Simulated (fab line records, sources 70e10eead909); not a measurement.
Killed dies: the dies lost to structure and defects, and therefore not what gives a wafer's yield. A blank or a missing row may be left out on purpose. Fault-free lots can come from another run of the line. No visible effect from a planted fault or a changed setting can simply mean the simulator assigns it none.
fab line records	flow nandHarc
[record] lots = 12	wafers = 36	lastDay = 25
route steps=1159 shown A_STAIRCASE@740 A_SGD_CUT@755 END@1159
lots with no fault: from the same line, run without faults
startH: start of the lot's first displayed wafer, in hours after the record's first day	waitH: hours since the lot's step before	" identical to the entry in the row above	L1.1+2: a single row standing in for several wafers	- either no value or no given start	* or withheld: withheld	< > ~ a bound
route shown NAME@n: names a module that has steps shown in the file, with the first one's number in the route	usual: mean/standard deviation taken from wafers without a fault	same: alike in all rows	chamber/n: place in a boat	sites: readings site by site	_std_site: standard deviation of those values	_edge_site: outer sites' mean less inner sites'	radiusMm: for every site, how far away it sits from the centre of the wafer	mask NAME#n: copy n	behind: the most recent tool/chamber to have shaped the wafer	hold: why the lot went on hold/how many hours it stayed there/how the hold came to an end	device: whichever transistor did not switch (one of n, p or np)	end of line: tests run on the same wafers once the route is complete	a step with no rows: only its recipe	killed: dies lost to structure and defects at the first sort, not the wafer's yield	map: the dies of a wafer, with x for killed, . for not killed, _ for no die there
set.NAME: the run value of the setting; set.NAME@STEP: its run value at that earlier step	model.NAME: the simulator's own value behind a step, which no gauge read
one table for each step of the route and one row for each wafer, over a sample of lots
services: from which hour (startH, from the record's first day; less than 0 if before it) a tool's chamber was out of use, for how many hours, and why
[[steps]]
[step NHARC_A_STAIRCASE_ETCHBACK_157]
[recipe] targetDepthA = 900	overEtchFrac = 0.3	timeS = 167.14	ionEnergyEv = 120	ch3fFlowSccm = 50	o2FlowSccm = 30	arFlowSccm = 200	rfW = 500	biasW = 100	chemistry = CH3F/O2
[usual] chamberPressureMTorr = 24.997/0.024	drypumpMotorCurrentA = 5.9/0.37	oesProductAu = 0.97/0.033	rfVppV = 243.5/1.8	showerheadPlenumPTorr = 2.41/0.11	throttleValvePct = 20.663/0.0097
[same] timeS = 167.14
lot.wafer	tool	chamber	startH	waitH	chamberPressureMTorr	drypumpMotorCurrentA	oesProductAu	rfHoursCounterH	rfVppV	showerheadPlenumPTorr	throttleValvePct
L966.3	rieDiel-06	1	303.30	0.2	24.997	6.5	0.99	19	244.9	2.57	20.662
L966.1	"	0	"	"	25.002	5.9	1.00	19	246.0	2.51	20.658
L966.6	"	2	"	"	25.010	6.5	0.99	-	244.8	2.51	20.684
L969.1	rieDiel-13	0	314.58	0.2	24.998	5.6	1.00	12	243.2	2.49	20.672
L969.5	"	2	"	"	24.993	6.5	0.99	-	246.1	2.66	20.658
L969.6	"	3	"	"	24.995	5.4	0.98	-	241.4	2.28	20.628
L968.1	rieDiel-13	0	314.84	0.2	25.042	5.7	1.00	12	245.6	2.49	20.681
L968.4	"	3	"	"	25.030	5.4	0.99	14	242.0	2.28	20.686
L968.5	"	0	"	"	24.955	5.7	1.00	-	245.1	2.49	20.653
L973.1	rieDiel-13	3	353.70	0.2	25.000	5.4	0.99	31	242.9	2.28	20.645
L973.4	"	0	"	"	24.980	5.7	1.00	27	245.1	2.48	20.663
L973.3	"	1	"	"	24.994	5.3	1.01	29	241.4	2.33	20.647
L972.4	rieDiel-13	0	354.24	0.2	24.999	5.7	0.97	27	243.9	2.48	20.654
L972.2	"	1	"	"	24.965	5.3	0.94	29	241.4	2.33	20.656
L972.6	"	3	"	"	24.999	5.4	0.95	-	239.9	2.28	20.658
L980.3	rieDiel-01	0	393.53	0.2	25.022	5.7	0.93	27	243.5	2.40	20.670
L980.1	"	1	"	"	24.965	5.6	0.93	24	241.2	2.30	20.662
L980.5	"	3	"	"	25.005	6.0	0.93	-	244.9	2.46	20.669
L978.4	rieDiel-13	3	393.77	0.1	24.967	5.4	0.92	46	242.8	2.27	20.670
L978.1	"	0	"	"	24.999	5.6	0.92	43	244.3	2.48	20.670
L978.6	"	3	"	"	25.012	5.4	0.92	-	241.4	2.27	20.670
L984.1	rieDiel-01	0	405.54	0.2	24.988	5.8	1.01	33	242.9	2.40	20.654
L984.6	"	1	"	"	25.011	5.6	0.99	-	240.2	2.30	20.660
L984.5	"	2	"	"	25.009	5.8	1.00	-	241.6	2.31	20.675
L983.4	rieDiel-13	1	405.80	0.2	24.943	5.3	1.01	49	242.0	2.32	20.668
L983.1	"	2	"	"	25.052	6.5	1.00	50	245.7	2.64	20.663
L983.3	"	3	"	"	25.006	5.4	0.99	51	242.0	2.27	20.648
L985.2	rieDiel-13	0	422.73	0.4	25.020	5.6	0.99	52	244.5	2.47	20.676
L985.3	"	1	"	"	25.000	5.3	1.00	55	240.5	2.31	20.662
L985.1	"	3	"	"	24.994	5.4	0.97	55	241.8	2.27	20.655
L987.2	rieDiel-01	3	432.20	0.2	24.968	6.0	0.92	42	243.2	2.45	20.683
L987.1	"	0	"	"	25.015	5.8	0.93	42	242.4	2.40	20.664
L987.6	"	2	"	"	24.983	5.8	0.94	-	241.7	2.31	20.650
L989.1	rieDiel-01	2	449.87	0.2	25.030	5.8	0.93	49	243.4	2.30	20.642
L989.3	"	3	"	"	24.974	6.0	0.93	48	244.3	2.45	20.661
L989.6	"	2	"	"	25.008	5.8	0.93	-	242.2	2.30	20.669
[step NHARC_A_SGD_CUT_EXPOSE_06]
[recipe] na = 1.35	doseMj = 85.59	maskId = SGD
[usual] exposureDoseMJCm2 = 85.62/0.083
[same] na = 1.35
lot.wafer	tool	chamber	startH	waitH	mask	exposureDoseMJCm2
L966.1	arfiScanner-01	0	304.93	-	SGD#0	85.68
L966.3	"	0	"	"	SGD#0	85.79
L966.6	"	0	"	"	SGD#0	85.72
L969.1	arfiScanner-02	0	316.24	-	SGD#0	85.61
L969.5	"	0	"	"	SGD#0	85.52
L969.6	"	0	"	"	SGD#0	85.62
L968.1	arfiScanner-02	0	316.62	-	SGD#0	85.56
L968.4	"	0	"	"	SGD#0	85.66
L968.5	"	0	"	"	SGD#0	85.45
L973.1	arfiScanner-01	0	355.28	-	SGD#0	85.69
L973.3	"	0	"	"	SGD#0	85.64
L973.4	"	0	"	"	SGD#0	85.69
L972.2	arfiScanner-02	0	355.76	-	SGD#0	85.60
L972.4	"	0	"	"	SGD#0	85.66
L972.6	"	0	"	"	SGD#0	85.46
L980.1	arfiScanner-01	0	394.94	-	SGD#0	88.81
L980.3	"	0	"	"	SGD#0	88.89
L980.5	"	0	"	"	SGD#0	88.84
L978.1	arfiScanner-01	0	395.21	-	SGD#0	88.15
L978.4	"	0	"	"	SGD#0	88.37
L978.6	"	0	"	"	SGD#0	88.16
L984.1	arfiScanner-01	0	406.97	-	SGD#0	87.65
L984.5	"	0	"	"	SGD#0	87.75
L984.6	"	0	"	"	SGD#0	87.61
L983.1	arfiScanner-01	0	407.41	-	SGD#0	87.32
L983.3	"	0	"	"	SGD#0	87.17
L983.4	"	0	"	"	SGD#0	87.31
L985.1	arfiScanner-03	0	424.47	-	SGD#0	85.60
L985.2	"	0	"	"	SGD#0	85.68
L985.3	"	0	"	"	SGD#0	85.66
L987.1	arfiScanner-02	0	433.78	-	SGD#0	85.51
L987.2	"	0	"	"	SGD#0	85.58
L987.6	"	0	"	"	SGD#0	85.48
L989.1	arfiScanner-02	0	451.27	-	SGD#0	85.66
L989.3	"	0	"	"	SGD#0	85.68
L989.6	"	0	"	"	SGD#0	85.68
[step NHARC_A_SGD_CUT_CD_MEAS_09]
[recipe] targetCdNm = 100	landingEnergyEv = 500
[usual] cdNm = 100.0/0.58
lot.wafer	tool	chamber	startH	waitH	cdNm
L966.1	cdSem-02	0	305.07	-	99.3
L966.3	"	0	"	"	99.7
L966.6	"	0	"	"	99.8
L969.1	cdSem-03	0	316.38	-	99.9
L969.5	"	0	"	"	100.4
L969.6	"	0	"	"	100.9
L968.1	cdSem-01	0	316.76	-	100.0
L968.4	"	0	"	"	100.1
L968.5	"	0	"	"	100.2
L973.1	cdSem-02	0	355.42	-	101.0
L973.3	"	0	"	"	99.5
L973.4	"	0	"	"	100.0
L972.2	cdSem-02	0	355.89	-	100.1
L972.4	"	0	"	"	99.8
L972.6	"	0	"	"	99.3
L980.1	cdSem-02	0	395.08	-	102.0
L980.3	"	0	"	"	101.7
L980.5	"	0	"	"	102.1
L978.1	cdSem-01	0	395.35	-	102.6
L978.4	"	0	"	"	103.0
L978.6	"	0	"	"	103.1
L984.1	cdSem-03	0	407.10	-	101.4
L984.5	"	0	"	"	101.2
L984.6	"	0	"	"	101.3
L983.1	cdSem-03	0	407.55	-	101.1
L983.3	"	0	"	"	101.8
L983.4	"	0	"	"	101.2
L985.1	cdSem-01	0	424.61	-	100.1
L985.2	"	0	"	"	100.0
L985.3	"	0	"	"	99.7
L987.1	cdSem-02	0	433.92	-	99.8
L987.2	"	0	"	"	98.7
L987.6	"	0	"	"	99.7
L989.1	cdSem-01	0	451.41	-	100.5
L989.3	"	0	"	"	100.2
L989.6	"	0	"	"	100.9
[step NHARC_A_SGD_CUT_INSPECT_11]
[usual] rawDefectCount = 17/9.3
lot.wafer	tool	chamber	startH	waitH	rawDefectCount
L966.1	defectInspect-01	-	305.20	0.0	7
L966.3	"	-	"	"	7
L966.6	"	-	"	"	14
L969.1	defectInspect-01	-	316.52	0.0	4
L969.5	"	-	"	"	9
L969.6	"	-	"	"	7
L968.1	defectInspect-02	-	316.89	0.0	18
L968.4	"	-	"	"	39
L968.5	"	-	"	"	18
L973.1	defectInspect-01	-	355.54	0.0	24
L973.3	"	-	"	"	27
L973.4	"	-	"	"	20
L972.2	defectInspect-02	-	356.02	0.0	13
L972.4	"	-	"	"	12
L972.6	"	-	"	"	13
L980.1	defectInspect-01	-	395.21	0.0	36
L980.3	"	-	"	"	23
L980.5	"	-	"	"	26
L978.1	defectInspect-02	-	395.47	0.0	20
L978.4	"	-	"	"	19
L978.6	"	-	"	"	15
L984.1	defectInspect-01	-	407.23	0.0	9
L984.5	"	-	"	"	9
L984.6	"	-	"	"	18
L983.1	defectInspect-01	-	407.67	0.0	36
L983.3	"	-	"	"	25
L983.4	"	-	"	"	24
L985.1	defectInspect-02	-	424.74	0.0	26
L985.2	"	-	"	"	27
L985.3	"	-	"	"	30
L987.1	defectInspect-02	-	434.05	0.0	32
L987.2	"	-	"	"	35
L987.6	"	-	"	"	24
L989.1	defectInspect-01	-	451.54	0.0	12
L989.3	"	-	"	"	21
L989.6	"	-	"	"	17
[step NHARC_A_SGD_CUT_ETCH_16]
[recipe] targetDepthA = 3105	timeS = 155.2	c4f8FlowSccm = withheld	o2FlowSccm = 8	arFlowSccm = withheld	rfW = 600	biasW = 800	chemistry = C4F8/O2/Ar
[usual] chamberPressureMTorr = 25.001/0.025	oesProductAu = 0.974/0.012	rfVppV = 723/4.9
[same] timeS = 155.2
lot.wafer	tool	chamber	startH	waitH	chamberPressureMTorr	oesProductAu	rfHoursCounterH	rfVppV
L966.3	rieDiel-12	3	-	-	25.019	0.965	11	718
L966.1	"	0	"	"	24.995	0.964	11	717
L966.6	"	3	"	"	24.984	0.967	-	720
L969.1	rieDiel-10	2	-	-	25.010	0.979	10	728
L969.6	"	3	"	"	25.024	0.985	-	720
L969.5	"	0	"	"	24.998	0.988	-	729
L968.1	rieDiel-10	1	-	-	25.052	0.959	9	718
L968.4	"	3	"	"	25.021	0.997	10	721
L968.5	"	2	"	"	24.984	0.990	-	730
L973.1	rieDiel-08	2	-	-	25.002	0.978	5	715
L973.3	"	3	"	"	24.954	0.996	5	720
L973.4	"	3	"	"	25.018	0.993	-	721
L972.4	rieDiel-12	2	-	-	25.027	0.974	18	723
L972.2	"	0	"	"	24.964	0.971	16	717
L972.6	"	2	"	"	24.956	0.982	-	724
L980.1	rieDiel-08	2	-	-	24.960	0.964	10	718
L980.3	"	3	"	"	25.010	0.995	10	720
L980.5	"	1	"	"	24.997	0.976	-	725
L978.1	rieDiel-10	0	-	-	24.994	0.967	3	727
L978.4	"	3	"	"	25.014	0.947	3	722
L978.6	"	0	"	"	25.041	0.969	-	728
L984.1	rieDiel-12	0	-	-	24.985	0.987	2	718
L984.5	"	2	"	"	25.004	0.961	-	723
L984.6	"	3	"	"	24.947	0.974	-	720
L983.1	rieDiel-10	0	-	-	24.996	0.970	4	730
L983.4	"	1	"	"	25.024	0.972	4	718
L983.3	"	2	"	"	24.970	0.960	4	730
L985.1	rieDiel-08	3	-	-	24.979	0.981	12	721
L985.2	"	0	"	"	24.987	0.973	11	729
L985.3	"	1	"	"	25.030	0.973	12	725
L987.1	rieDiel-12	3	-	-	25.026	0.942	4	719
L987.2	"	0	"	"	25.004	0.954	4	715
L987.6	"	0	"	"	24.980	0.942	-	717
L989.1	rieDiel-10	3	-	-	25.052	0.990	5	719
L989.3	"	1	"	"	24.965	0.968	6	719
L989.6	"	3	"	"	25.053	0.980	-	719
[step NHARC_END_SORT_01]
[recipe] tempC = 25
[usual] killedAtArray = 26/11	killedAtOther = 0.4/0.78	killedAtPeriphery = 3.4/2.4	killedDies = 29/11	killedOpen = 3.1/1.9	killedShort = 1.9/1.4
[same] grossDies = 677
lot.wafer	tool	chamber	startH	waitH	killedAtArray	killedAtOther	killedAtPeriphery	killedDies	killedOpen	killedShort
L987.6	prober-02	0	606.68	4.0	26	1	0	27	1	3
// killed by level:class
L987.6 A_CHANNEL_HOLE_D1:chamberFilmFlake=11 A_CONTACT:chamberFilmFlake=6 A_SLIT:chamberFilmFlake=2 A_CHANNEL_FILL_D1:geometricParticle:short=1 A_WL_FILL:geometricParticle:short=1 A_CONTACT:geometricParticle:short=1 A_BLC:geometricParticle:open=1 A_STAIRCASE:chamberFilmFlake=1
[[services]]
tool	chamber	startH	hours	kind
rieDiel-08	1	281.73	6.5	repair
arfiScanner-03	-	294.66	0.6	repair
rieDiel-06	-	296.99	3.5	repair
rieDiel-08	-	301.80	9.0	pm
rieDiel-01	1	308.71	14.6	repair
arfiScanner-01	-	309.61	12.7	repair
rieDiel-13	2	309.80	3.9	repair
rieDiel-10	-	315.21	0.6	repair
rieDiel-01	-	315.40	9.0	pm
rieDiel-12	3	321.36	1.9	repair
rieDiel-10	3	323.78	4.7	repair
rieDiel-08	0	326.82	7.2	repair
rieDiel-01	1	333.90	6.0	repair
arfiScanner-02	-	340.02	0.8	repair
rieDiel-10	-	353.79	9.0	pm
rieDiel-12	-	355.07	0.8	repair
arfiScanner-02	-	366.55	0.4	repair
arfiScanner-01	-	368.00	4.0	pm
rieDiel-12	0	369.27	5.6	repair
rieDiel-12	-	379.43	9.0	pm
arfiScanner-02	-	405.98	2.7	repair
arfiScanner-01	-	425.41	20.6	repair
arfiScanner-02	-	428.00	4.0	pm
rieDiel-13	2	445.58	10.8	repair
[[key]]
[firstSign] step = NHARC_A_SGD_CUT_EXPOSE_06	reading = exposureDoseMJCm2	direction = up	sigmas = 29	usual = 85.62	struck = 88.00
[effect] step = NHARC_A_SGD_CUT_CD_MEAS_09	reading = cdNm	direction = up	sigmas = 3.2	usual = 100.0	struck = 101.9	through = controlLoop
metAt NHARC_A_SGD_CUT_EXPOSE_06
struckLots L978,L980,L983,L984
testerLeftOut L978,L980,L983,L984
[loopTrim] step = NHARC_A_SGD_CUT_EXPOSE_06	setting = dose	lots = L978,L983,L984
notActingAt NHARC_A_STAIRCASE_ETCHBACK_157,NHARC_A_SGD_CUT_INSPECT_11,NHARC_A_SGD_CUT_ETCH_16
onsetBetween 355.28 394.94
[fault] kind = processParameterDrift	tool = arfiScanner-01	chamber = -	onsetH = 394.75	steps = NHARC_A_SGD_CUT_EXPOSE_06	channel = doseMj	offset = 3.2566	shape = step	actsIn = theseRecipesOnly	stated = 85.59
// testerLeftOut: of these lots the tester's yield and bins aren't shown, on N5 and GAA mostly nor the transistor test; their killed dies are dies lost to structure and defects alone, not to doping, threshold or leakage, so they don't give the yield
// loopTrim: a control loop set the setting to another value than it would have without faults
